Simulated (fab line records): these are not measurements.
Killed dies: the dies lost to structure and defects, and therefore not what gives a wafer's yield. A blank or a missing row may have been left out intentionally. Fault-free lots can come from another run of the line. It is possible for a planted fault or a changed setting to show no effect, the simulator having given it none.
Matching of chambers :: flow nand_harc :: 3 sister chambers for NHARC_A_M0_DEP_32 on pecvd-02
The step deposits SiCN, target thk 30 nm. 3 wafers are shown with their chamber, then 7 later ones without.

== WAFERS, EACH WITH ITS CHAMBER ==
wafer: L088.5
chamber: 1
heater_power_w (W): 469

wafer: L090.2
chamber: 2
heater_power_w (W): 686

wafer: L090.4
chamber: 0
heater_power_w (W): 719

== WAFERS WITHOUT THEIR CHAMBER ==
wafer: L090.5
heater_power_w (W): 479

wafer: L095.1
heater_power_w (W): 565

wafer: L095.2
heater_power_w (W): 608

wafer: L095.5
heater_power_w (W): 623

wafer: L097.3
heater_power_w (W): 876

wafer: L097.5
heater_power_w (W): 525

wafer: L097.6
heater_power_w (W): 852

== WHICH CHAMBER EACH ONE RAN IN ==
wafer: L090.5
from the rows above: 1
in truth: 1

wafer: L095.1
from the rows above: can't be placed: 1 or 2 or 0
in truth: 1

wafer: L095.2
from the rows above: can't be placed: 2 or 0 or 1
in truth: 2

wafer: L095.5
from the rows above: can't be placed: 2 or 0 or 1
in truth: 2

wafer: L097.3
from the rows above: can't be placed: 0 or 2
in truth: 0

wafer: L097.5
from the rows above: can't be placed: 1 or 2 or 0
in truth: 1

wafer: L097.6
from the rows above: can't be placed: 0 or 2
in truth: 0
Placed correctly: 1 of 7. These rows do not allow placing 6 (true chamber among the candidates in 6). Placed wrongly: 0.
How it was worked out, from the rows above alone: a wafer's distance from a chamber is the root of the sum, over the readings, of the square of ((its reading less the chamber's mean) divided by the reading's scatter). The wafer belongs to the nearest chamber; if the next one is less than 2 further off, it can't be placed. A chamber's mean is the mean of its shown wafers. The scatter (one wafer shown for each chamber): square how far every hidden wafer sits from the nearest shown wafer, average those squares and take the square root.
